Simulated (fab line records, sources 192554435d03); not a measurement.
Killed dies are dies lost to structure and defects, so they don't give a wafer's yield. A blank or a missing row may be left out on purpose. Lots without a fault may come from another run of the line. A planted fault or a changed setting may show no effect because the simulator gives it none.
Chamber matching | flow n5_finfet | N5_MOL_CONTACT_COAG_ETCH_47 on rie_diel-05: 3 sister chambers
The step etches SiNx in CH3F/O2, stops on W, target depth 27 nm. 6 wafers are shown with their chamber, then 5 later ones without.

WAFERS WITH THEIR CHAMBER
wafer  | chamber | throttle_valve_pct (%) | drypump_motor_current_A (A)
L078.6 | 0       | 15.88                  | 6.2
L080.4 | 1       | 16.83                  | 5.8
L081.1 | 1       | 16.82                  | 5.8
L081.6 | 0       | 15.89                  | 6.2
L082.1 | 3       | 16.06                  | 5.8
L082.5 | 3       | 16.05                  | 5.9

WAFERS WITHOUT THEIR CHAMBER
wafer  | throttle_valve_pct (%) | drypump_motor_current_A (A)
L092.1 | 15.93                  | 6.2
L092.4 | 16.89                  | 5.8
L092.6 | 15.92                  | 6.2
L093.3 | 16.09                  | 5.8
L093.5 | 16.88                  | 5.8

WHICH CHAMBER EACH WENT THROUGH
wafer  | from the rows above | in truth
L092.1 | 0                   | 0
L092.4 | 1                   | 1
L092.6 | 0                   | 0
L093.3 | 3                   | 3
L093.5 | 1                   | 1
Placed correctly: 5 of 5. Can't be placed from these rows: 0. Placed wrongly: 0.
How it was worked out, from the rows above alone: a wafer's distance from a chamber is the root of the sum, over the readings, of the square of ((its reading less the chamber's mean) divided by the reading's scatter). The wafer belongs to the nearest chamber; if the next one is less than 2 further off, it can't be placed. A chamber's mean is the mean of its shown wafers. The scatter: the root of (the sum of the squares of (reading less its chamber's mean) over the shown wafers, divided by (wafers less chambers)).
